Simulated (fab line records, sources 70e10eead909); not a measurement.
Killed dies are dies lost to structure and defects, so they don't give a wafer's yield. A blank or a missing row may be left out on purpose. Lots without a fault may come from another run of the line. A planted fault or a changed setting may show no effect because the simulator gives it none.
A struck lot beside a sound one | flow nand_harc | 15 steps out of a route of 1159
Sound: wafers L108.2, L108.4, L108.6. Struck: wafer L120.2. (L120.1, L120.6 of the same lot were not struck and are left out.) The cause comes at the end.
At each step with rows: each side's tool, then ch and its chambers, then its first start. Under that, the readings that differ: sound wafers | struck wafers | difference of the means | sigmas: that difference in standard deviations of wafers without a fault.
alike: readings whose means differ by less than 2 such deviations, and words and numbers that are the same on both sides. not compared: withheld readings, readings that some wafer has no value for, bounds like >300 that may hide the same value, and numbers for which the record gives no deviation and whose values overlap.
The two part at a step that has a row with sigmas, a row that says differs or no value, or rows on one side only. Numbers that don't overlap but have no deviation are shown without sigmas and don't part them. A reading that every wafer of one side lacks parts them only if that side has two wafers or more.

first, 4 steps without rows for these wafers: NHARC_P_BONDPAD_EBR_05; NHARC_P_BONDPAD_EXPOSE_06 (exposes mask P BPAD); NHARC_P_BONDPAD_PEB_07 (peb time 80 s); NHARC_P_BONDPAD_DEVELOP_08 (time 50 s).
NHARC_P_BONDPAD_CD_MEAS_09: target cd 500 nm.
  sound on cd_sem-01 ch 0, day 7 03:48; struck on cd_sem-03 ch 0, day 10 11:32
  alike: cd_nm
NHARC_P_BONDPAD_OVL_MEAS_38:
  sound on overlay-02, day 7 03:53; struck on overlay-01, day 10 11:38
  alike: overlay_x_nm, overlay_y_nm
then, 1 step without rows for these wafers: NHARC_P_BONDPAD_HARDBAKE_10 (time 65 s).
NHARC_P_BONDPAD_DESCUM_11: chemistry O2, time 3 s.
  sound on rie_diel-01 ch 0,1,3, day 7 04:01; struck on rie_diel-11 ch 2, day 10 11:46
  alike: drypump_motor_current_A, oes_product_au, rf_vpp_V, showerhead_plenum_p_Torr, throttle_valve_pct
  not compared: rf_hours_counter_h
NHARC_P_BONDPAD_ETCH_37: etches the open film in N2/H2, target depth 60 nm, overetch 18 nm, time 65.91 s.
  sound on rie_diel-01 ch 0,1,2, day 7 04:11; struck on rie_diel-11 ch 2, day 10 11:52
  reading    | sound             | struck | difference | sigmas
  bias_w (W) | 150.0 150.1 150.1 | 149.1  | -1.0       | -2
  alike: drypump_motor_current_A, oes_product_au, rf_vpp_V, showerhead_plenum_p_Torr, throttle_valve_pct
  not compared: rf_hours_counter_h
NHARC_P_BONDPAD_ETCH_12: etches the open film in CHF3/O2, target depth 200 nm, time 100 s.
  sound on rie_diel-01 ch 0,1,3; struck on rie_diel-11 ch 1
  alike: bias_w, drypump_motor_current_A, oes_product_au, rf_vpp_V, showerhead_plenum_p_Torr, throttle_valve_pct
  not compared: rf_hours_counter_h
NHARC_P_BONDPAD_CD_MEAS_13:
  sound on cd_sem-01, day 7 04:28; struck on cd_sem-01, day 10 12:06
  alike: cd_nm
NHARC_P_BONDPAD_STRIP_15: strips in O2.
  sound on rie_diel-09 ch 1,3, day 7 04:34; struck on rie_diel-11 ch 1, day 10 12:10
  alike: drypump_motor_current_A, oes_product_au, rf_vpp_V, showerhead_plenum_p_Torr, throttle_valve_pct
  not compared: rf_hours_counter_h
NHARC_P_BONDPAD_ETCH_24: etches the open film in CF4/N2, target depth 30 nm, time 72.99 s.
  sound on rie_diel-09 ch 2,3, day 7 04:41; struck on rie_diel-11 ch 0, day 10 12:21
  reading                         | sound             | struck | difference | sigmas
  oes_product_au (a.u.)           | 0.990 1.016 0.994 | 0.832  | -0.168     | -14
  rf_vpp_V (V)                    | 312.2 311.3 311.6 | 314.9  | +3.2       | +2
  showerhead_plenum_p_Torr (Torr) | 2.49 2.51 2.49    | 2.69   | +0.19      | +3
  alike: bias_w, drypump_motor_current_A, throttle_valve_pct
  not compared: rf_hours_counter_h
then, 1 step without rows for these wafers: NHARC_P_BONDPAD_STRIP_16 (strips in post etch residue remover, time 600 s).
NHARC_END_SORT_01:
  the record has rows for the sound wafers here (prober-02 ch 0, day 20 03:58) and none for the struck ones

WHERE THEY PART
First at NHARC_P_BONDPAD_ETCH_37; last, within this record, at NHARC_END_SORT_01.

WHY: what the simulator had put in
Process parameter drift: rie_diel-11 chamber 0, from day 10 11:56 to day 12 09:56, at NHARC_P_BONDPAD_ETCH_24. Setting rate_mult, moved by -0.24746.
